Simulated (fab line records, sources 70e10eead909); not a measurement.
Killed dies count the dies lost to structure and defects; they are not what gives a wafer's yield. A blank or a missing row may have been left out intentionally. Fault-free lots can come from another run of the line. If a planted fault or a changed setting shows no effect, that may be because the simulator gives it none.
Matching of chambers -- flow nand_harc -- 4 sister chambers for NHARC_P_ZERO_WELL_ETCH_65 on rie_diel-02
The step etches the open film in N2/H2, target depth 80 nm, overetch 24 nm, time 87.88 s. 14 wafers are shown with their chamber, then 7 later ones without.

== WAFERS, EACH WITH ITS CHAMBER ==
wafer,chamber,drypump_motor_current_A (A),showerhead_plenum_p_Torr (Torr),rf_vpp_V (V)
L075.1,1,5.3,2.13,434
L075.3,2,5.9,1.97,428
L075.4,3,5.3,1.87,425
L079.1,3,5.2,2.22,436
L079.2,2,5.9,1.97,430
L079.6,2,6.0,1.97,428
L082.1,3,5.3,2.21,435
L082.2,2,6.0,1.97,428
L082.4,3,5.3,2.21,434
L088.1,1,5.3,2.12,433
L088.3,3,5.3,2.20,435
L088.4,0,5.6,1.94,427
L091.3,1,5.4,2.11,433
L091.5,3,5.2,2.20,436

SIGNATURES, as means of the wafers listed above
reading,chamber 0,chamber 1,chamber 2,chamber 3,scatter within a chamber
drypump_motor_current_A,5.600,5.333,5.950,5.267,0.0548
showerhead_plenum_p_Torr,1.9400,2.1200,1.9700,2.1517,0.0978
rf_vpp_V,427.00,433.33,428.50,433.50,3.05
Rule: for each reading, subtract the chamber's mean from the wafer's reading, divide by that reading's scatter and square the result; add these up over the readings and take the root, which gives the wafer's distance from the chamber. The wafer belongs to the nearest chamber; if the next one is less than 2 further off, it can't be placed. The scatter is the square root of a quotient: the sum, over the shown wafers, of each reading's squared deviation from its chamber's mean, divided by wafers minus chambers.

== WAFERS WHOSE CHAMBER IS MISSING ==
wafer,drypump_motor_current_A (A),showerhead_plenum_p_Torr (Torr),rf_vpp_V (V)
L091.6,5.9,1.96,428
L093.2,5.3,2.11,432
L093.3,5.3,2.20,433
L093.6,5.6,1.94,428
L096.1,5.9,1.95,427
L096.3,5.3,2.20,434
L096.6,5.6,1.93,428

== THE CHAMBER EACH PASSED THROUGH ==
wafer,from the rows above,in truth
L091.6,2,2
L093.2,can't be placed: 1 or 3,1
L093.3,can't be placed: 3 or 1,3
L093.6,0,0
L096.1,2,2
L096.3,can't be placed: 3 or 1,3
L096.6,0,0
4 of 7 placed correctly. These rows do not allow placing 3 (true chamber among the candidates in 3). Number placed wrongly: 0.
